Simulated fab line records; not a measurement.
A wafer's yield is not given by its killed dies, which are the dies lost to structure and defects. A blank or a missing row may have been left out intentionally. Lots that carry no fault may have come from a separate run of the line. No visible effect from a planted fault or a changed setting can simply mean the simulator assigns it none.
8D (eight disciplines) problem report, filled in by code -- flow n5_finfet -- the parts of the form that need people (team, actions taken, sign-off) are left out
Where a reading is given only as a bound, like >300, the bound stands for it, and a mean or a difference that rests on one is marked > or <: the true number lies beyond.

## 1. PROBLEM STATEMENT
raw_defect_count at N5_PASSIVATION_INSPECT_57 reads a mean of >300 on 6 wafers of 2 lots; wafers without a fault read 1.9 with a standard deviation of 1.3. So: +99 or more standard deviations from the usual mean.
The step: inspects for defects (macro).
First seen on wafer L985.2, day 16 13:33, on defect_inspect-01. At this step, 32 wafers from 13 lots have a number in the record. The rule behind "out" and "out of limits": a value lying over 4 standard deviations away from the usual mean. All remaining wafers that have a number are taken as sound.

## 2. WHAT THIS IS AND IS NOT
question,is,is not
which readings at this step,raw_defect_count,-
which lots,"L985, L986","L969, L970, L972, L973, L974, L975, L977, L979, L980, L982, L987"
which wafers of those lots,all that have a number,-
read on which gauges,"defect_inspect-01, defect_inspect-02",-
when,from day 16 13:33,up to then (24 sound wafers); but 2 sound wafers of L987 came after

## 3. WHAT RULES OUT EACH SUSPECT
Counting: a tool at a process step up to the reading stays a suspect if it ran every lot that is out and no sound lot after the first of them.
- the gauge at N5_PASSIVATION_INSPECT_57 has been ruled out. The wafers that are out were read on 2 gauges (defect_inspect-01, defect_inspect-02).
- rie_diel-06 at N5_PASSIVATION_ETCH_54 (etches SiO2 in CHF3/O2, target depth 880 nm, time 440 s): kept. It ran every lot that is out, first L985 (day 16 10:25), and no sound lot after that; its last sound lot up to then is L982 (day 15 19:57).
- prober-01 at N5_PASSIVATION_PROBE_49: kept. It ran every lot that is out, first L985 (day 16 13:14), and no sound lot after that. Its own readings are out on those wafers: killed_at_other.
Remaining after the count are rie_diel-06 at N5_PASSIVATION_ETCH_54 and prober-01 at N5_PASSIVATION_PROBE_49.

## 4. THE CAUSE (what the simulator had put in)
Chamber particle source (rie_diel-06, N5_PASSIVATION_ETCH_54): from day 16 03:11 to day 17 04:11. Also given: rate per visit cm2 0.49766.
This tool is one of the 2 suspects left after counting.

## 5. THE CHAIN OF EFFECTS, in route order
Each row: a reading whose mean over the struck wafers that have a number lies more than 3 standard deviations from the usual. Scope: only readings with a usual standard deviation given in the record; hours: median across lots of the time from each lot's start at the first step in this table that gives one to its start at this step; sigmas: change in usual standard deviations.
hours,step,reading,usual,on struck wafers,change,sigmas
0,N5_PASSIVATION_PROBE_49,defect_limited_yield,91.3 %,85.3,-6.0,-4.3
0,N5_PASSIVATION_PROBE_49,killed_at_other,3.5,71.3,+67.8,+26
0,N5_PASSIVATION_PROBE_49,killed_dies,103,174,+71,+4.2
0,N5_PASSIVATION_PROBE_49,killed_on_rim,14,28,+14,+3.5
0,N5_PASSIVATION_PROBE_49,sort_bin_5_function,5.0 %,9.0,+4.0,+4.4
0,N5_PASSIVATION_PROBE_49,sort_n_pass,1076,1006,-70,-4.1
0,N5_PASSIVATION_PROBE_49,sort_yield_pct,91.2 %,85.3,-5.9,-4.2
0,N5_PASSIVATION_INSPECT_57,raw_defect_count,1.9,>300,>+298,+99 or more
The process steps in it:
- N5_PASSIVATION_PROBE_49

## 6. HOW IT WOULD HAVE BEEN CAUGHT EARLIER
In this record the first reading out of limits at a measuring or inspecting step was taken at day 16 13:33, 10 hours after the fault began at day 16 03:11.
No tool reading at N5_PASSIVATION_ETCH_54 that has a usual standard deviation in the record was out on any struck wafer, so an alarm limit of 4 standard deviations on those readings would not have fired.
Lots out: 2; of these, L986 started N5_PASSIVATION_ETCH_54 on rie_diel-06 after day 16 13:33. It would have been spared by a hold on the tool at that moment.
